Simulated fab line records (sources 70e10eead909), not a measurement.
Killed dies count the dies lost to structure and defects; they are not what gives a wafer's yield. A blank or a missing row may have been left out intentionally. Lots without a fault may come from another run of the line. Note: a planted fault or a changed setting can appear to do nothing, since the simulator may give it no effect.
Which tool did it?    flow nand harc    11 lots, 33 wafers sampled, at 4 steps of a route of 1159

## WHAT THE GAUGES SHOWED, per wafer
NHARC_P_GATE_INSPECT_68. Usual: raw defect count reads 184 (standard deviation 66).
lot   measured      on                 raw defect count         flag
L896  day 5 13:32   defect inspect-01  172 186 200              
L895  day 5 15:01   defect inspect-01  206 329 363              
L901  day 7 05:47   defect inspect-02  164 153 183              
L902  day 7 07:05   defect inspect-02  101 215 130              
L903  day 7 13:20   defect inspect-02  131 169 104              
L907  day 8 16:59   defect inspect-01  123 218 206              
L908  day 8 23:26   defect inspect-02  158 293 270              
L910  day 9 06:28   defect inspect-02  845 804 769 821 803 771  OFF
L916  day 10 16:08  defect inspect-02  745 760 693 759 757 686  OFF
L918  day 11 00:16  defect inspect-02  127 111 122              
L917  day 11 00:40  defect inspect-02  371 221 228              

## EACH LOT AND THE TOOL THAT RAN IT (in order: tool; ch and the chambers of the sampled wafers; start)
lot   NHARC_P_GATE_PRECLEAN_97             NHARC_P_GATE_DESCUM_93              NHARC_P_GATE_RTA_64
L896  wet bench-02 ch 0,3,4, day 5 04:10   rie diel-05 ch 2,3, day 5 10:21     rtp anneal-01 ch 0, day 5 12:16
L895  wet bench-03 ch 4,6,7, day 5 06:01   rie diel-08 ch 0,1,3, day 5 11:55   rtp anneal-01 ch 0, day 5 13:45
L901  wet bench-02 ch 1,3,6, day 6 22:08   rie diel-05 ch 1,2, day 7 02:30     rtp anneal-02 ch 0, day 7 04:34
L902  wet bench-03 ch 0,4,5, day 6 23:40   rie diel-05 ch 1,2,3, day 7 04:06   rtp anneal-02 ch 0, day 7 05:49
L903  wet bench-02 ch 0,1,4, day 7 06:10   rie diel-11 ch 0,1,2, day 7 10:23   rtp anneal-02 ch 0, day 7 12:05
L907  wet bench-02 ch 1,2,4, day 8 09:30   rie diel-08 ch 0,2, day 8 14:06     rtp anneal-01 ch 0, day 8 15:47
L908  wet bench-03 ch 0,4,7, day 8 15:57   rie diel-05 ch 1,2, day 8 20:32     rtp anneal-02 ch 0, day 8 22:10
L910  wet bench-03 ch 2,3,4, day 8 23:14   rie diel-05 ch 1,2,3, day 9 03:24   rtp anneal-01 ch 0, day 9 05:14
L916  wet bench-03 ch 1,3,4, day 10 08:51  rie diel-05 ch 0,3, day 10 13:11    rtp anneal-02 ch 0, day 10 14:52
L918  wet bench-07 ch 0,3,5, day 10 16:59  rie diel-05 ch 1,2,3, day 10 21:21  rtp anneal-02 ch 0, day 10 23:01
L917  wet bench-02 ch 1,3,4, day 10 17:12  rie diel-05 ch 0,1,3, day 10 21:45  rtp anneal-01 ch 0, day 10 23:24
- NHARC_P_GATE_PRECLEAN_97: cleans in SPM, time 600 s.
- NHARC_P_GATE_DESCUM_93: chemistry O2, time 3 s.
- NHARC_P_GATE_RTA_64: time 1 s.

## WHAT THE TOOLS THEMSELVES READ (means of the sampled wafers that have a number; where no wafer has one, the mark that the record gives instead)
NHARC_P_GATE_PRECLEAN_97. Usual: temp c reads 120.00 C (standard deviation 0.13).
lot   tool          temp c (C)  flag
L896  wet bench-02  120.13      
L895  wet bench-03  119.94      
L901  wet bench-02  120.01      
L902  wet bench-03  119.96      
L903  wet bench-02  119.89      
L907  wet bench-02  119.92      
L908  wet bench-03  120.01      
L910  wet bench-03  120.05      
L916  wet bench-03  119.88      
L918  wet bench-07  119.88      
L917  wet bench-02  120.06      

NHARC_P_GATE_DESCUM_93. Usual: drypump motor current A 5.8 A, standard deviation 0.38; o2 flow sccm 200.1 sccm, standard deviation 0.57; oes product au 1.000 a.u., standard deviation 0.0073; rf vpp V 58.0 V, standard deviation 0.88; showerhead plenum p Torr 1.98 Torr, standard deviation 0.079; throttle valve pct 11.313 %, standard deviation 0.0093.
lot   tool         drypump motor current A (A)  o2 flow sccm (sccm)  oes product au (a.u.)  rf vpp V (V)  showerhead plenum p Torr (Torr)  throttle valve pct (%)  flag
L896  rie diel-05  6.0                          200.3                1.006                  59.1          2.02                             11.308                  
L895  rie diel-08  5.8                          199.6                0.999                  58.0          1.90                             11.304                  
L901  rie diel-05  5.9                          199.9                1.003                  58.3          2.00                             11.311                  
L902  rie diel-05  5.8                          199.6                1.004                  58.0          2.02                             11.327                  
L903  rie diel-11  6.0                          200.0                0.999                  57.1          1.96                             11.304                  
L907  rie diel-08  5.6                          200.2                0.999                  57.4          2.05                             11.300                  
L908  rie diel-05  5.9                          200.0                0.998                  57.8          2.00                             11.308                  
L910  rie diel-05  5.8                          199.5                0.995                  57.6          2.01                             11.311                  
L916  rie diel-05  6.2                          200.1                1.001                  58.3          2.02                             11.315                  
L918  rie diel-05  5.8                          200.5                1.000                  58.8          2.01                             11.309                  
L917  rie diel-05  5.8                          200.3                0.999                  58.4          2.02                             11.318                  

NHARC_P_GATE_RTA_64. Usual: lamp power pct 35 %, standard deviation 3.4; lamp_zone_2_pct 35 %, standard deviation 3.4; lamp_zone_4_pct 35 %, standard deviation 3.4; wafer_temp_C_max 1054.6, standard deviation 0.94.
lot   tool           lamp power pct (%)  lamp_zone_2_pct (%)  lamp_zone_4_pct (%)  wafer_temp_C_max  flag
L896  rtp anneal-01  39                  39                   39                   1053.5            
L895  rtp anneal-01  39                  39                   39                   1054.1            
L901  rtp anneal-02  32                  32                   32                   1055.8            
L902  rtp anneal-02  32                  32                   32                   1055.5            
L903  rtp anneal-02  32                  32                   32                   1054.8            
L907  rtp anneal-01  39                  39                   39                   1054.9            
L908  rtp anneal-02  32                  32                   32                   1054.7            
L910  rtp anneal-01  39                  39                   39                   1054.6            
L916  rtp anneal-02  32                  32                   32                   1054.5            
L918  rtp anneal-02  32                  32                   32                   1054.9            
L917  rtp anneal-01  39                  39                   39                   1054.3            

## THE ANSWER, worked out from the rows above alone
Rule: lot off if the mean of its wafers having a number is beyond 3 standard deviations from the usual mean. Also off: a lot with no number at a reading for which 4 or more lots have one. The other lots that the step has rows for count as sound. Order of review: gauges by route order, followed by the tools' own readings, for which a lot's mean as printed above is used. At the first step where some lot is off, the reading lying furthest off is the one used; lots without a number count as furthest.
Off, at NHARC_P_GATE_INSPECT_68 on raw defect count: L910, L916.
A tool fits if, at a process step before that reading, it ran every lot that is off, and no sound lot after the first of them. Those tools and the gauges at NHARC_P_GATE_INSPECT_68 are tried in the same way. One fits: NHARC_P_GATE_PRECLEAN_97 on wet bench-03. Its last sound lot is L908 (day 8 15:57), its first lot that is off L910 (day 8 23:14): a fault that began between those two fits.

## WHAT HAD BEEN PUT IN BY THE SIMULATOR
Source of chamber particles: wet bench-03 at NHARC_P_GATE_PRECLEAN_97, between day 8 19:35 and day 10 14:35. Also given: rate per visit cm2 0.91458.
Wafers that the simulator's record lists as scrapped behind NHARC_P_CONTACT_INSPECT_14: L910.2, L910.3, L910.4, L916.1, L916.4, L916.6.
Lots struck among those shown: L910, L916. The rule given above showed the same thing.
